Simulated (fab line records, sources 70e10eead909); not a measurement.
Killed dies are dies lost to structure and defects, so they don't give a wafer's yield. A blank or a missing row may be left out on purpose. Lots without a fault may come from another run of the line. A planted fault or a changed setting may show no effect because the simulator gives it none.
Chamber matching | flow nand_harc | NHARC_A_ZERO_WELL_DESCUM_12 on rie_diel-02: 4 sister chambers
The step chemistry O2, time 3 s. 18 wafers are shown with their chamber, then 8 later ones without.

WAFERS WITH THEIR CHAMBER
wafer  | chamber | drypump_motor_current_A (A) | rf_vpp_V (V) | oes_product_au (a.u.)
L642.2 | 0       | 5.53                        | 57.3         | 0.999
L642.5 | 1       | 5.76                        | 57.6         | 1.003
L642.6 | 2       | 5.75                        | 58.5         | 1.023
L643.1 | 3       | 5.80                        | 58.5         | 1.009
L643.5 | 2       | 5.70                        | 59.5         | 1.009
L643.6 | 3       | 5.77                        | 59.0         | 1.006
L645.2 | 0       | 5.49                        | 55.6         | 0.994
L645.3 | 1       | 5.77                        | 58.6         | 1.009
L645.5 | 1       | 5.77                        | 58.2         | 1.004
L648.1 | 0       | 5.50                        | 57.9         | 1.000
L648.2 | 1       | 5.79                        | 58.1         | 0.998
L648.5 | 3       | 5.81                        | 58.6         | 0.984
L650.1 | 3       | 5.79                        | 60.2         | 0.992
L650.4 | 1       | 5.78                        | 58.3         | 0.997
L650.6 | 2       | 5.74                        | 57.3         | 1.019
L651.1 | 0       | 5.49                        | 57.1         | 0.991
L651.2 | 3       | 5.83                        | 59.1         | 0.996
L651.5 | 2       | 5.74                        | 59.2         | 1.003

SIGNATURES (means of the wafers above)
reading                 | chamber 0 | chamber 1 | chamber 2 | chamber 3 | scatter within a chamber
drypump_motor_current_A | 5.5025    | 5.7740    | 5.7325    | 5.8000    | 0.019
rf_vpp_V                | 56.975    | 58.160    | 58.625    | 59.080    | 0.76
oes_product_au          | 0.99600   | 1.00220   | 1.01350   | 0.99740   | 0.00765
Rule: a wafer's distance from a chamber is the root of the sum, over the readings, of the square of ((its reading less the chamber's mean) divided by the reading's scatter). The wafer belongs to the nearest chamber; if the next one is less than 2 further off, it can't be placed. The scatter: the root of (the sum of the squares of (reading less its chamber's mean) over the shown wafers, divided by (wafers less chambers)).

WAFERS WITHOUT THEIR CHAMBER
wafer  | drypump_motor_current_A (A) | rf_vpp_V (V) | oes_product_au (a.u.)
L652.2 | 5.77                        | 58.0         | 1.001
L652.3 | 5.79                        | 58.0         | 0.990
L652.5 | 5.74                        | 59.8         | 1.012
L653.1 | 5.83                        | 58.9         | 0.985
L653.5 | 5.81                        | 59.2         | 0.979
L665.1 | 5.50                        | 58.4         | 1.011
L665.3 | 5.76                        | 58.7         | 1.014
L665.5 | 5.80                        | 59.0         | 0.988

WHICH CHAMBER EACH WENT THROUGH
wafer  | from the rows above          | in truth
L652.2 | can't be placed: 1 or 3      | 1
L652.3 | can't be placed: 3 or 1      | 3
L652.5 | can't be placed: 2 or 1      | 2
L653.1 | can't be placed: 3 or 1      | 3
L653.5 | can't be placed: 3 or 1      | 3
L665.1 | 0                            | 0
L665.3 | can't be placed: 2 or 1 or 3 | 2
L665.5 | can't be placed: 3 or 1      | 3
Placed correctly: 1 of 8. Can't be placed from these rows: 7 (the true chamber is among the candidates in 7). Placed wrongly: 0.
